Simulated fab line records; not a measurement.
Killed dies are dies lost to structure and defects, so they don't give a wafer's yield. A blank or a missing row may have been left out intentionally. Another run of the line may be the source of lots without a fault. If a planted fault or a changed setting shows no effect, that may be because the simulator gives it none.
Split-lot trial :: flow n5Finfet :: 21 wafers read across 7 lots, on a route 1938 steps long

== SPLIT DETAILS ==
At N5_SDB_COAT_03 (time 60 s, resist thk 100 nm), the setting spinRpm was moved away from the recipe's 1500 rpm on 6 of the 21 wafers read, by -9.3% to +4.7%. This setting was run at the recipe's value on the other wafers.

== FROM THE SPLIT TO THE READING: what the file shows between them, 7 steps ==
- N5_SDB_COAT_04: time 60 s, resist thk 18 nm
- N5_SDB_COAT_05: resist thk 90 nm
- N5_SDB_DESCUM_16: chemistry O2, time 7.9 s
- N5_SDB_ETCH_17: etches SiARC in CF4, target depth 23.4 nm, time 39 s
- N5_SDB_ETCH_18: etches SOC in N2/H2, target depth 100 nm, overetch 20 nm, time 150 s
- N5_SDB_STRIP_19: strips in N2/H2
- N5_SDB_STRIP_21: strips in CF4

== THE READING ==
SOC_of_SDB_COAT_03.thkNm (the simulator's own value, which no gauge read), in nm, at N5_SDB_HM_OPEN_20 (chemistry CH3F/O2, target SiNx, stops on poly-Si, target depth 24 nm). The file does not state a usual value for it. Across the 15 wafers here that went through the recipe, the average is 83.7 nm and the standard deviation 0.34 nm.

wafer: L076.2
tool, chamber at the split: lithoTrack-04, 0
spinRpm as run, rpm: 1500
against the recipe: recipe
SOC_of_SDB_COAT_03.thkNm, nm: 83.4
against lot-mates on the recipe: -

wafer: L076.5
tool, chamber at the split: lithoTrack-04, 0
spinRpm as run, rpm: 1500
against the recipe: recipe
SOC_of_SDB_COAT_03.thkNm, nm: 83.4
against lot-mates on the recipe: -

wafer: L076.6
tool, chamber at the split: lithoTrack-04, 0
spinRpm as run, rpm: 1500
against the recipe: recipe
SOC_of_SDB_COAT_03.thkNm, nm: 83.8
against lot-mates on the recipe: -

wafer: L079.1
tool, chamber at the split: lithoTrack-01, 0
spinRpm as run, rpm: 1390
against the recipe: -7.3%
SOC_of_SDB_COAT_03.thkNm, nm: 87.4
against lot-mates on the recipe: +3.0

wafer: L079.2
tool, chamber at the split: lithoTrack-01, 0
spinRpm as run, rpm: 1390
against the recipe: -7.3%
SOC_of_SDB_COAT_03.thkNm, nm: 87.8
against lot-mates on the recipe: +3.4

wafer: L079.3
tool, chamber at the split: lithoTrack-01, 0
spinRpm as run, rpm: 1500
against the recipe: recipe
SOC_of_SDB_COAT_03.thkNm, nm: 84.4
against lot-mates on the recipe: -

wafer: L080.1
tool, chamber at the split: lithoTrack-05, 0
spinRpm as run, rpm: 1360
against the recipe: -9.3%
SOC_of_SDB_COAT_03.thkNm, nm: 89.8
against lot-mates on the recipe: +5.6

wafer: L080.3
tool, chamber at the split: lithoTrack-05, 0
spinRpm as run, rpm: 1500
against the recipe: recipe
SOC_of_SDB_COAT_03.thkNm, nm: 84.2
against lot-mates on the recipe: -

wafer: L080.6
tool, chamber at the split: lithoTrack-05, 0
spinRpm as run, rpm: 1360
against the recipe: -9.3%
SOC_of_SDB_COAT_03.thkNm, nm: 89.2
against lot-mates on the recipe: +5.0

wafer: L083.4
tool, chamber at the split: lithoTrack-04, 0
spinRpm as run, rpm: 1500
against the recipe: recipe
SOC_of_SDB_COAT_03.thkNm, nm: 83.8
against lot-mates on the recipe: -

wafer: L083.5
tool, chamber at the split: lithoTrack-04, 0
spinRpm as run, rpm: 1500
against the recipe: recipe
SOC_of_SDB_COAT_03.thkNm, nm: 84.2
against lot-mates on the recipe: -

wafer: L083.6
tool, chamber at the split: lithoTrack-04, 0
spinRpm as run, rpm: 1378
against the recipe: -8.1%
SOC_of_SDB_COAT_03.thkNm, nm: 88.6
against lot-mates on the recipe: +4.6

wafer: L086.2
tool, chamber at the split: lithoTrack-01, 0
spinRpm as run, rpm: 1500
against the recipe: recipe
SOC_of_SDB_COAT_03.thkNm, nm: 83.6
against lot-mates on the recipe: -

wafer: L086.3
tool, chamber at the split: lithoTrack-01, 0
spinRpm as run, rpm: 1500
against the recipe: recipe
SOC_of_SDB_COAT_03.thkNm, nm: 84
against lot-mates on the recipe: -

wafer: L086.4
tool, chamber at the split: lithoTrack-01, 0
spinRpm as run, rpm: 1500
against the recipe: recipe
SOC_of_SDB_COAT_03.thkNm, nm: 83.8
against lot-mates on the recipe: -

wafer: L091.1
tool, chamber at the split: lithoTrack-01, 0
spinRpm as run, rpm: 1571
against the recipe: +4.7%
SOC_of_SDB_COAT_03.thkNm, nm: 80.6
against lot-mates on the recipe: -3.0

wafer: L091.2
tool, chamber at the split: lithoTrack-01, 0
spinRpm as run, rpm: 1500
against the recipe: recipe
SOC_of_SDB_COAT_03.thkNm, nm: 83.4
against lot-mates on the recipe: -

wafer: L091.3
tool, chamber at the split: lithoTrack-01, 0
spinRpm as run, rpm: 1500
against the recipe: recipe
SOC_of_SDB_COAT_03.thkNm, nm: 83.8
against lot-mates on the recipe: -

wafer: L092.3
tool, chamber at the split: lithoTrack-04, 0
spinRpm as run, rpm: 1500
against the recipe: recipe
SOC_of_SDB_COAT_03.thkNm, nm: 83.2
against lot-mates on the recipe: -

wafer: L092.4
tool, chamber at the split: lithoTrack-04, 0
spinRpm as run, rpm: 1500
against the recipe: recipe
SOC_of_SDB_COAT_03.thkNm, nm: 83.6
against lot-mates on the recipe: -

wafer: L092.5
tool, chamber at the split: lithoTrack-04, 0
spinRpm as run, rpm: 1500
against the recipe: recipe
SOC_of_SDB_COAT_03.thkNm, nm: 83.4
against lot-mates on the recipe: -

FIT RESULTS
A straight line over all 21 wafers: SOC_of_SDB_COAT_03.thkNm changes by -0.595 nm for each +1% of spinRpm; r = -0.99; the points scatter about the line by 0.37 nm.
The same after taking each lot's own level away (the mean of its wafers on the recipe; 21 wafers): -0.539 nm for each +1%; r = -0.99; scatter 0.34 nm.
According to that fit, moving spinRpm by its largest amount changes the reading by 5 nm.
The lots' own levels span 83.40 to 84.40 nm, that is 2.9 times the standard deviation above.
So the slope is not independent of the lot-to-lot level: the two fits are not the same.
Check: for one of the wafers moved furthest among these (-9.3%), held out of the fit, the line's prediction against its lot-mates is +4.78 nm. Against them it came out at +5.6 nm.

== OTHER SPLITS ON THESE WAFERS ==
Other splits were also applied to these wafers ahead of the reading. Each is held against what the fit with the lots' levels taken away leaves over:
other split on the same wafers: N5_SD_EPI_P_COAT_03 spinRpm
wafers away from the commonest value: 8
r with SOC_of_SDB_COAT_03.thkNm (lot level and that fit taken away): +0.20

== THE WHOLE CHAIN: every reading that the file lists as answering this split, in the file's order ==
step: N5_SDB_COAT_03
what it does: time 60 s, resist thk 100 nm
reading: SOC_of_SDB_COAT_03.thkNm (the simulator's own value, which no gauge read)
change (the file's fit): -0.507 nm for each +1% of the setting
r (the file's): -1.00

step: N5_SDB_ETCH_18
what it does: etches SOC in N2/H2, target depth 100 nm, overetch 20 nm, time 150 s
reading: etch.depthNm (the simulator's own value, which no gauge read)
change (the file's fit): -0.513 nm for each +1% of the setting
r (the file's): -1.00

step: N5_SDB_HM_OPEN_20
what it does: chemistry CH3F/O2, target SiNx, stops on poly-Si, target depth 24 nm
reading: SOC_of_SDB_COAT_03.thkNm (the simulator's own value, which no gauge read)
change (the file's fit): -0.543 nm for each +1% of the setting
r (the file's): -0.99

step: N5_SDB_STRIP_22
what it does: strips in N2/H2
reading: stripTimeToEndpointS
change (the file's fit): withheld for each +1% of the setting
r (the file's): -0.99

== FILE'S OWN FIT ==
SOC_of_SDB_COAT_03.thkNm changes by -0.543 nm for each +1% of spinRpm, r = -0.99.
